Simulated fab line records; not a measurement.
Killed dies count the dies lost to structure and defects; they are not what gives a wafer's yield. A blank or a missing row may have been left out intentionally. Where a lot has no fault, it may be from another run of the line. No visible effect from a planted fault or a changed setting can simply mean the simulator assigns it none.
Matching of chambers ; flow n5Finfet ; 4 sister chambers for N5_DUMMY_GATE_ETCH_23 on rieSi-04
The step etches poly-Si in HBr/Cl2/O2, target depth 41 nm, time 22.3 s. 4 wafers are shown with their chamber, then 7 later ones without.

== WAFERS PAIRED WITH THEIR CHAMBERS ==
wafer;chamber;throttleValvePct (%)
L091.2;1;37.47
L091.4;3;37.34
L093.2;0;36.92
L093.4;2;37.30

== WAFERS WITHOUT THEIR CHAMBER ==
wafer;throttleValvePct (%)
L093.6;37.32
L097.1;37.45
L097.3;37.30
L097.6;37.30
L096.1;37.35
L096.3;36.92
L096.4;37.30

== CHAMBER TAKEN BY EACH ==
wafer;from the rows above;in truth
L093.6;can't be placed: 2 or 3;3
L097.1;1;1
L097.3;2;2
L097.6;2;2
L096.1;3;3
L096.3;0;0
L096.4;2;2
Placed correctly: 6 of 7. From these rows, 1 cannot be placed; in 1 the true chamber is one of the candidates. Number placed wrongly: 0.
How it was worked out, from the rows above alone: a wafer's distance from a chamber is the root of the sum, over the readings, of the square of ((its reading less the chamber's mean) divided by the reading's scatter). The wafer belongs to the nearest chamber; if the next one is less than 2 further off, it can't be placed. For every chamber, the mean is computed from those of its wafers that are shown. The scatter: root of mean squared gap, hidden wafer to nearest shown wafer, with one shown wafer a chamber.
